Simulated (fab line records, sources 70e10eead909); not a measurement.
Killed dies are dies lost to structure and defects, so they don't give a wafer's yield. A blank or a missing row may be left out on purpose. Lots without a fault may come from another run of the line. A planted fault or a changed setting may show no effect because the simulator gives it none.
Which tool did it? | flow nand_harc | 11 lots, 33 wafers sampled, at 6 steps of a route of 1302

WHAT THE GAUGES READ, wafer by wafer
NHARC_A_ZERO_WELL_CD_MEAS_10: target cd 2000 nm.
lot  | measured     | on        | cd_nm (nm)
L209 | day 6 23:34  | cd_sem-01 | 1998.7 1999.1 2001.7
L210 | day 7 01:52  | cd_sem-02 | 2000.5 2000.4 2003.9
L212 | day 7 20:37  | cd_sem-01 | 2002.5 2003.0 1999.8
L215 | day 9 06:02  | cd_sem-02 | 1999.1 1999.5 2002.4
L216 | day 9 12:58  | cd_sem-01 | 2001.8 2001.2 2000.4
L217 | day 10 00:49 | cd_sem-01 | 1999.4 1999.4 2001.7
L218 | day 10 06:38 | cd_sem-03 | 2001.0 2000.3 2002.9
L221 | day 11 16:56 | cd_sem-03 | 1997.9 2000.9 1999.7
L223 | day 12 21:25 | cd_sem-03 | 2000.5 1998.3 2001.2
L229 | day 15 17:49 | cd_sem-03 | 2004.0 2003.2 2001.3
L231 | day 16 00:34 | cd_sem-03 | 2002.6 1999.0 2002.0

NHARC_A_ZERO_WELL_INSPECT_17.
lot  | measured     | on                | raw_defect_count
L209 | day 7 01:01  | defect_inspect-02 | 14 20 32
L210 | day 7 03:20  | defect_inspect-01 | 23 12 19
L212 | day 7 22:07  | defect_inspect-01 | 8 27 16
L215 | day 9 07:30  | defect_inspect-02 | 9 9 10
L216 | day 9 14:28  | defect_inspect-01 | 7 10 12
L217 | day 10 02:22 | defect_inspect-02 | 6 10 6
L218 | day 10 08:08 | defect_inspect-01 | 4 14 10
L221 | day 11 18:26 | defect_inspect-01 | 12 31 20
L223 | day 12 22:54 | defect_inspect-01 | 9 16 13
L229 | day 15 19:17 | defect_inspect-02 | 11 10 1243
L231 | day 16 02:02 | defect_inspect-01 | 8 26 1150

NHARC_A_SOURCE_PLATE_THK_MEAS_06: measures by ellipsometry.
lot  | measured     | on            | thk_nm (nm)
L209 | day 7 22:59  | film_metro-01 | 201.8 198.7 201.7
L210 | day 7 22:59  | film_metro-02 | 196.3 199.2 198.4
L212 | day 8 18:27  | film_metro-01 | 196.5 196.1 196.6
L215 | day 10 03:22 | film_metro-01 | 201.7 202.1 200.5
L216 | day 10 13:08 | film_metro-01 | 200.8 201.3 201.9
L217 | day 10 22:20 | film_metro-01 | 200.4 201.6 201.0
L218 | day 11 06:08 | film_metro-01 | 201.0 200.9 201.8
L221 | day 12 14:38 | film_metro-01 | 202.8 200.9 200.9
L223 | day 13 17:45 | film_metro-02 | 203.9 199.1 200.6
L229 | day 16 15:33 | film_metro-01 | 200.4 204.4 201.5
L231 | day 16 20:09 | film_metro-01 | 201.1 200.8 200.8

NHARC_END_SORT_01.
lot  | measured     | on        | killed_at_array | killed_at_other | killed_at_periphery | killed_dies | killed_open | killed_short
L209 | day 27 00:58 | prober-01 | 75 65 81        | 1 0 0           | 8 3 5               | 84 68 86    | 3 2 3       | 6 4 0
L215 | day 27 13:27 | prober-02 | 62 64 63        | 0 0 1           | 8 11 2              | 70 75 66    | 5 4 1       | 4 4 2
L216 | day 28 10:23 | prober-02 | 53 44 52        | 0 0 2           | 4 3 4               | 57 47 58    | 3 3 5       | 1 3 4
L217 | day 28 09:37 | prober-01 | 81 76 76        | 0 2 2           | 4 0 4               | 85 78 82    | 3 1 3       | 3 3 5
L218 | day 28 17:25 | prober-02 | 63 58 63        | 0 0 0           | 4 3 2               | 67 61 65    | 4 6 4       | 2 2 3
L229 | day 33 05:38 | prober-02 | 65 49 136       | 3 0 3           | 3 6 4               | 71 55 143   | 4 5 3       | 3 2 4
L231 | day 33 12:49 | prober-01 | 32 22 121       | 0 0 0           | 3 4 0               | 35 26 121   | 4 2 2       | 6 2 2

WHICH TOOL RAN EACH LOT (tool, then ch and the chambers of the sampled wafers, then the start)
lot  | NHARC_A_ZERO_WELL_ETCH_19          | NHARC_A_ZERO_WELL_ETCH_13
L209 | rie_diel-04 ch 0,2, day 6 23:48    | rie_si-02 ch 1,2,3, day 6 23:56
L210 | rie_diel-04 ch 0,1,3, day 7 02:08  | rie_si-04 ch 0,1,3, day 7 02:16
L212 | rie_diel-03 ch 0,1,3, day 7 20:52  | rie_si-04 ch 0,3, day 7 20:59
L215 | rie_diel-04 ch 0,1,2, day 9 06:18  | rie_si-02 ch 0,1,2, day 9 06:26
L216 | rie_diel-02 ch 0,1,2, day 9 13:13  | rie_si-02 ch 1,2, day 9 13:19
L217 | rie_diel-03 ch 0,3, day 10 01:04   | rie_si-04 ch 0,2,3, day 10 01:11
L218 | rie_diel-03 ch 0,1,2, day 10 06:53 | rie_si-02 ch 0,3, day 10 07:01
L221 | rie_diel-03 ch 0,2,3, day 11 17:10 | rie_si-01 ch 0,1,2, day 11 17:19
L223 | rie_diel-04 ch 0,2,3, day 12 21:40 | rie_si-01 ch 0,2,3, day 12 21:47
L229 | rie_diel-03 ch 0,2,3, day 15 18:04 | rie_si-01 ch 0,2,3, day 15 18:11
L231 | rie_diel-03 ch 0,1,3, day 16 00:49 | rie_si-01 ch 0,2,3, day 16 00:56
- NHARC_A_ZERO_WELL_ETCH_19: etches the open film in N2/H2, target depth 80 nm, overetch 24 nm, time 87.88 s.
- NHARC_A_ZERO_WELL_ETCH_13: etches the open film in HBr/Cl2, target depth 120 nm, time 40.1 s.

WHAT THE TOOLS THEMSELVES READ (means of the sampled wafers that have a number; where no wafer has one, the mark that the record gives instead)
NHARC_A_ZERO_WELL_ETCH_19.
lot  | tool        | chamber_pressure_mTorr (mTorr) | drypump_motor_current_A (A) | h2_flow_sccm (sccm) | oes_product_au (a.u.) | rf_vpp_V (V) | showerhead_plenum_p_Torr (Torr) | throttle_valve_pct (%)
L209 | rie_diel-04 | 29.987                         | 5.68                        | 150.1               | 1.017                 | 434.9        | 2.18                            | 14.177
L210 | rie_diel-04 | 30.008                         | 5.75                        | 149.2               | 1.013                 | 433.0        | 2.13                            | 14.172
L212 | rie_diel-03 | 29.995                         | 5.55                        | 150.0               | 0.998                 | 428.1        | 1.94                            | 14.163
L215 | rie_diel-04 | 29.984                         | 5.64                        | 149.5               | 1.003                 | 434.4        | 2.18                            | 14.180
L216 | rie_diel-02 | 30.008                         | 5.76                        | 150.0               | 1.005                 | 428.3        | 1.95                            | 14.171
L217 | rie_diel-03 | 29.977                         | 5.57                        | 150.0               | 0.999                 | 426.6        | 1.92                            | 14.164
L218 | rie_diel-03 | 30.017                         | 5.67                        | 149.4               | 1.001                 | 428.8        | 1.98                            | 14.175
L221 | rie_diel-03 | 29.996                         | 5.69                        | 149.4               | 1.007                 | 428.3        | 1.96                            | 14.168
L223 | rie_diel-04 | 29.986                         | 5.78                        | 149.8               | 0.996                 | 433.3        | 2.12                            | 14.166
L229 | rie_diel-03 | 30.000                         | 5.69                        | 150.2               | 0.991                 | 428.1        | 1.96                            | 14.178
L231 | rie_diel-03 | 30.008                         | 5.56                        | 149.9               | 0.994                 | 427.9        | 1.94                            | 14.177

NHARC_A_ZERO_WELL_ETCH_13.
lot  | tool      | chamber_pressure_mTorr (mTorr) | drypump_motor_current_A (A) | mfc_cl2_sccm (sccm) | oes_product_au (a.u.) | throttle_valve_pct (%)
L209 | rie_si-02 | 14.996                         | 5.5                         | 50.07               | 1.011                 | 26.401
L210 | rie_si-04 | 14.998                         | 5.8                         | 50.06               | 0.998                 | 26.405
L212 | rie_si-04 | 14.992                         | 5.9                         | 50.05               | 0.988                 | 26.408
L215 | rie_si-02 | 15.005                         | 5.6                         | 50.09               | 1.006                 | 26.413
L216 | rie_si-02 | 14.990                         | 5.3                         | 49.91               | 1.019                 | 26.405
L217 | rie_si-04 | 14.998                         | 5.7                         | 50.20               | 1.009                 | 26.400
L218 | rie_si-02 | 14.996                         | 5.8                         | 50.01               | 0.991                 | 26.410
L221 | rie_si-01 | 15.004                         | 5.7                         | 49.92               | 1.004                 | 26.403
L223 | rie_si-01 | 14.999                         | 5.7                         | 50.02               | 1.001                 | 26.410
L229 | rie_si-01 | 15.004                         | 5.7                         | 50.12               | 0.994                 | 26.415
L231 | rie_si-01 | 15.000                         | 5.7                         | 49.97               | 0.996                 | 26.398

THE ANSWER, worked out from the rows above alone
Rule: what is usual is taken from the lots themselves. Put in order of their means at a reading, lots are off if they are a third of the lots or fewer, leave a main group of 4 or more, and stand apart from it by a gap of 3 or more times the standard deviation of the main group's means; of several such gaps the widest counts. A main group whose means are all the same, to the digits that the tables above print for the reading, isn't used. A lot without any number at a reading at which 4 lots or more have one is off too. The other lots that the step has rows for count as sound. The gauges are gone through in route order, then the tools' own readings, and for those a lot's mean is taken as printed above. The first step at which some lot is off is used, and at that step the reading that is off furthest; a lot without a number counts as furthest.
Off: L229, L231, at NHARC_A_ZERO_WELL_INSPECT_17 (raw_defect_count). The main group: mean 14, standard deviation 5.2.
A tool fits if, at a process step before that reading, it ran every lot that is off, and no sound lot after the first of them. The gauges at NHARC_A_ZERO_WELL_INSPECT_17 are tried like those tools. Can't be told from this: 2 tools fit, rie_diel-03 at NHARC_A_ZERO_WELL_ETCH_19, rie_si-01 at NHARC_A_ZERO_WELL_ETCH_13.

WHAT THE SIMULATOR HAD PUT IN
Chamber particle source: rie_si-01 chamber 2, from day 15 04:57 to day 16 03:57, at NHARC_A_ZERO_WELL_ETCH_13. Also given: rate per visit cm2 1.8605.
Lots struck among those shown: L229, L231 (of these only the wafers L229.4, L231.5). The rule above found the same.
